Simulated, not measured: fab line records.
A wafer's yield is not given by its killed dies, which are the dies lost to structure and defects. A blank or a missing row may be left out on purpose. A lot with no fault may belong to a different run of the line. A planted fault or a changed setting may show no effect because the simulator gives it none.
Matching of chambers ; flow n5-finfet ; N5_STI_FIN_REVEAL_STRIP_24 on rie-diel-01 has 4 sister chambers
The step strips in N2/H2, time 90 s. 24 wafers are shown with their chamber, then 12 later ones without.

== WAFERS, EACH WITH ITS CHAMBER ==
wafer;chamber;drypump-motor-current-A (A);showerhead-plenum-p-Torr (Torr);oes-product-au (a.u.)
L074.2;3;5.9;3.48;0.71
L074.5;1;5.3;3.38;0.77
L074.6;2;6.7;3.40;0.81
L075.1;0;6.2;3.23;0.71
L075.2;2;6.7;3.40;0.80
L075.6;0;6.2;3.23;0.71
L077.1;0;6.2;3.22;0.71
L077.3;3;5.9;3.48;0.71
L077.6;3;5.9;3.48;0.72
L078.1;3;5.9;3.47;0.72
L078.2;1;5.3;3.38;0.76
L078.6;1;5.3;3.38;0.76
L081.1;1;5.3;3.38;0.76
L081.2;3;6.0;3.47;0.71
L081.5;1;5.3;3.38;0.76
L082.2;3;5.9;3.47;0.71
L082.5;3;5.9;3.47;0.71
L082.6;2;6.7;3.40;0.79
L083.2;0;6.2;3.22;0.69
L083.4;1;5.3;3.37;0.76
L083.6;3;5.9;3.47;0.71
L085.3;1;5.3;3.37;0.75
L085.4;0;6.2;3.21;0.69
L085.5;0;6.2;3.21;0.69

SIGNATURES, as means of the wafers listed above
reading;chamber 0;chamber 1;chamber 2;chamber 3;scatter within a chamber
drypump-motor-current-A;6.200;5.300;6.700;5.913;0.0209
showerhead-plenum-p-Torr;3.2200;3.3771;3.4000;3.4737;0.00604
oes-product-au;0.7000;0.7600;0.8000;0.7125;0.00758
Rule: distance of a wafer from a chamber = root of the sum over the readings of ((wafer's reading minus chamber's mean) / reading's scatter) squared. If the next closest chamber is less than 2 further off than the closest, the wafer can't be placed; otherwise it belongs to the closest. The scatter: the root of (the sum of the squares of (reading less its chamber's mean) over the shown wafers, divided by (wafers less chambers)).

== WAFERS WHOSE CHAMBER IS MISSING ==
wafer;drypump-motor-current-A (A);showerhead-plenum-p-Torr (Torr);oes-product-au (a.u.)
L089.1;5.3;3.37;0.74
L089.3;6.2;3.21;0.68
L089.4;6.7;3.39;0.79
L091.2;5.3;3.37;0.74
L091.4;5.9;3.46;0.70
L091.6;6.2;3.21;0.68
L094.3;5.3;3.36;0.74
L094.4;6.7;3.38;0.78
L094.6;5.3;3.36;0.74
L097.1;6.7;3.38;0.75
L097.4;6.7;3.38;0.76
L097.5;6.0;3.45;0.68

== CHAMBER TAKEN BY EACH ==
wafer;from the rows above;in truth
L089.1;1;1
L089.3;0;0
L089.4;2;2
L091.2;1;1
L091.4;3;3
L091.6;0;0
L094.3;1;1
L094.4;2;2
L094.6;1;1
L097.1;2;2
L097.4;2;2
L097.5;3;3
Placed correctly: 12 of 12. Left unplaced by these rows: 0. Placed wrongly: 0.
